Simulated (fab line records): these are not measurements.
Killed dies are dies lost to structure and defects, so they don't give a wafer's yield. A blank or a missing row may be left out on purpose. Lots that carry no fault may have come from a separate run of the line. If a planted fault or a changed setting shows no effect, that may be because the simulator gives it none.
The tool behind it: which one?    flow nand-harc    Sampling: 7 lots, 21 wafers, 3 of 1302 route steps

== WHAT THE GAUGES READ, wafer by wafer ==
NHARC_A_M1_OVL_MEAS_10: pitch 240 nm.
lot   measured      on          overlay-x-nm (nm)
L836  day 22 16:13  overlay-01  0.2 0.0 0.3
L844  day 25 09:59  overlay-02  0.4 -0.7 -0.2
L846  day 26 02:46  overlay-02  -2.6 -2.1 -0.9
L853  day 28 12:12  overlay-02  -0.7 -0.7 -0.4
L854  day 29 03:57  overlay-01  -0.3 -0.4 -0.6
L856  day 30 10:04  overlay-02  -0.3 -0.9 -0.6
L858  day 31 15:50  overlay-02  0.6 0.2 0.9

== WHICH TOOL RAN EACH LOT (tool, then ch and the chambers of the sampled wafers, then the start) ==
lot   NHARC_A_M0_DEP_32                NHARC_A_M1_DEP_00
L836  pecvd-02 ch 0,1,2, day 22 15:05  pecvd-03 ch 0,1,2, day 22 15:31
L844  pecvd-02 ch 0,1, day 25 08:40    pecvd-01 ch 0,1,2, day 25 09:07
L846  pecvd-03 ch 0,2, day 26 01:28    pecvd-03 ch 0,2, day 26 01:53
L853  pecvd-02 ch 0,1, day 28 10:30    pecvd-03 ch 0,2, day 28 11:19
L854  pecvd-01 ch 0,1,2, day 29 02:40  pecvd-03 ch 0,1,2, day 29 03:04
L856  pecvd-02 ch 1,2, day 30 08:52    pecvd-01 ch 0,1, day 30 09:16
L858  pecvd-03 ch 1,2, day 31 14:31    pecvd-01 ch 0,1,2, day 31 14:55
- NHARC_A_M0_DEP_32: deposits SiCN, target thk 30 nm.
- NHARC_A_M1_DEP_00: deposits SiOC, target thk 182.5 nm.

== THE ANSWER, worked out from the rows above alone ==
Rule: the usual values come from the lots themselves. Put in order of their means at a reading, lots are off if they are a third of the lots or fewer, leave a main group of 4 or more, and stand apart from it by a gap of 3 or more times the standard deviation of the main group's means; of several such gaps the widest counts. The tables above print the reading to a certain number of digits; a main group whose means all agree to those digits is not used. Also off: a lot with no number at a reading for which 4 or more lots have one. The other lots that the step has rows for count as sound.
Across all readings shown, no lot is off: no conclusion can be drawn from this.

== WHAT THE SIMULATOR HAD PUT IN ==
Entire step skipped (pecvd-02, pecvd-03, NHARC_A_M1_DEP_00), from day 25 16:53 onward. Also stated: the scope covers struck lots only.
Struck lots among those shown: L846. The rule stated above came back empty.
